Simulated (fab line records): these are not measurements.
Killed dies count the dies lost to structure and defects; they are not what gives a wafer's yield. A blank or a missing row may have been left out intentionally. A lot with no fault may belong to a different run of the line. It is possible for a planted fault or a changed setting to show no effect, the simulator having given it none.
Comparing a struck lot with a sound one / flow nandHarc / 16 steps out of a route of 1302
Sound: wafers L695.1, L695.2, L695.5. The struck wafers were L705.3, L705.5, L705.6. The cause comes at the end.
Each step with rows lists, per side, the tool, then ch with its chambers, then its first start. Under that, the readings that differ: sound wafers / struck wafers / difference of the means / sigmas: that difference in standard deviations of wafers without a fault.
alike: a reading whose means differ by less than 2 such deviations, as well as words and numbers matching on both sides. not compared: withheld readings; readings where some wafer has no value; bounds like >300 that might hide an equal value; numbers whose values overlap and for which the record gives no deviation.
The two part at a step that has a row with sigmas, a row that says differs or no value, or rows on one side only. Numbers that have no deviation but don't overlap get no sigmas and don't part them. Lack of a reading on every wafer of one side parts them only where that side has two or more wafers.

NHARC_P_START_INSPECT_01:
  sound on defectInspect-02 at day 5 14:02; struck on defectInspect-01 at day 9 18:02
  alike: rawDefectCount
then, 10 steps without rows for these wafers: NHARC_P_ZERO_WELL_PRECLEAN_00 (cleans in SPM, time 600 s); NHARC_P_ZERO_WELL_SRD_01; NHARC_P_ZERO_WELL_PECVD_02 (deposits SiO2, target thk 10 nm); NHARC_P_ZERO_WELL_DEHYDRATE_03 (time 120 s); NHARC_P_ZERO_WELL_HMDS_04 (time 30 s); NHARC_P_ZERO_WELL_COAT_64 (time 65 s); NHARC_P_ZERO_WELL_COAT_05 (resist thk 600 nm); NHARC_P_ZERO_WELL_SOFTBAKE_06 (time 70 s); NHARC_P_ZERO_WELL_EBR_07; NHARC_P_ZERO_WELL_EXPOSE_08 (exposes mask P ZERO, target cd 500 nm).
NHARC_P_ZERO_WELL_PEB_09: peb time 80 s.
  sound on lithoTrack-05 ch 0, day 5 15:09; struck on lithoTrack-03 ch 0, day 9 19:09
reading=heaterPowerTotalW (W); sound=189.8 188.9 190.9; struck=245.5 246.7 245.3; difference=+56.0; sigmas=+70
then, 1 step without rows for these wafers: NHARC_P_ZERO_WELL_DEVELOP_10 (time 50 s).
NHARC_P_ZERO_WELL_CD_MEAS_11: target cd 500 nm.
  sound on cdSem-02 ch 0, day 5 15:14; struck on cdSem-02 ch 0, day 9 19:14
reading=cdNm (nm); sound=502.3 502.8 502.0; struck=474.9 477.7 478.0; difference=-25.5; sigmas=-17
then, 1 step without rows for these wafers: NHARC_P_ZERO_WELL_HARDBAKE_12 (time 65 s).
-- break in the record here, with 22 days between the starts of the struck wafers on either side (left off in module P_ZERO_WELL, picked up again in module END, where the first step shown is number 1302 on the route) --
NHARC_END_SORT_01:
  here the record holds rows for the struck wafers (prober-02 ch 0, day 31 20:21) but none for the sound ones

WHERE THEY PART
Earliest at NHARC_P_ZERO_WELL_PEB_09; latest, in this record, at NHARC_END_SORT_01.

WHY: what the simulator had put in
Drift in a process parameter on lithoTrack-03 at NHARC_P_ZERO_WELL_PEB_09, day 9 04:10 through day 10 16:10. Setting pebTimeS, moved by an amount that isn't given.
